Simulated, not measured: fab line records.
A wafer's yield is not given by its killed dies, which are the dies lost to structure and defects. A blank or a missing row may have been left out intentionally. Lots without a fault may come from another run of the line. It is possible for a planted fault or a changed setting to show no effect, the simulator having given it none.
Chamber matching	flow n5-finfet	uv-cure-01 running N5_BEOL_M9_CURE_72: 3 sister chambers
The step cures SiCOH lowk, time 120 s. 27 wafers are shown with their chamber, then 12 later ones without.

EACH WAFER AND ITS CHAMBER
wafer	chamber	wafer_temp_C_max	lamp-power-pct (%)
L075.3	1	372.3	52.37
L075.4	1	372.5	52.28
L075.6	1	371.9	52.22
L074.1	0	371.5	52.23
L074.4	0	371.4	52.34
L074.5	0	371.4	52.27
L079.1	2	371.5	52.41
L079.2	2	371.5	52.22
L079.5	2	371.5	52.36
L077.2	2	371.4	52.33
L077.3	2	371.9	52.23
L077.5	2	371.9	52.32
L082.1	0	371.1	52.35
L082.2	0	371.8	52.20
L082.3	0	371.4	52.36
L083.4	2	372.5	52.46
L083.5	2	371.3	52.27
L083.6	2	371.0	52.31
L084.2	0	371.1	52.29
L084.3	0	371.7	52.40
L084.4	0	371.4	52.18
L087.2	2	371.0	52.36
L087.3	2	371.3	52.24
L087.6	2	371.6	52.27
L090.3	1	372.5	52.28
L090.4	1	372.1	52.29
L090.6	1	372.4	52.39

SIGNATURES (averages over the wafers above)
reading	chamber 0	chamber 1	chamber 2	scatter within a chamber
wafer_temp_C_max	371.422	372.283	371.533	0.331
lamp-power-pct	52.2911	52.3050	52.3150	0.073
Rule: for each reading, subtract the chamber's mean from the wafer's reading, divide by that reading's scatter and square the result; add these up over the readings and take the root, which gives the wafer's distance from the chamber. If the next closest chamber is less than 2 further off than the closest, the wafer can't be placed; otherwise it belongs to the closest. The scatter is the square root of a quotient: the sum, over the shown wafers, of each reading's squared deviation from its chamber's mean, divided by wafers minus chambers.

WAFERS WITH NO CHAMBER GIVEN
wafer	wafer_temp_C_max	lamp-power-pct (%)
L089.3	371.2	52.35
L089.4	371.9	52.26
L089.5	371.3	52.32
L091.2	371.8	52.37
L091.4	372.1	52.23
L091.5	372.2	52.33
L094.2	371.6	52.29
L094.3	371.1	52.22
L094.6	371.3	52.36
L096.1	372.0	52.32
L096.2	371.8	52.30
L096.5	371.7	52.37

EACH ONE'S CHAMBER
wafer	from the rows above	in truth
L089.3	can't be placed: 0 or 2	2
L089.4	can't be placed: 1 or 2 or 0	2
L089.5	can't be placed: 0 or 2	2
L091.2	can't be placed: 2 or 0 or 1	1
L091.4	can't be placed: 1 or 2 or 0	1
L091.5	can't be placed: 1 or 2 or 0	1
L094.2	can't be placed: 2 or 0 or 1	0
L094.3	can't be placed: 0 or 2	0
L094.6	can't be placed: 2 or 0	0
L096.1	can't be placed: 1 or 2 or 0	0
L096.2	can't be placed: 2 or 0 or 1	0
L096.5	can't be placed: 2 or 0 or 1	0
Correct placement for 0 of the 12. Can't be placed from these rows: 12 (the true chamber is among the candidates in 12). Wrongly placed: 0.
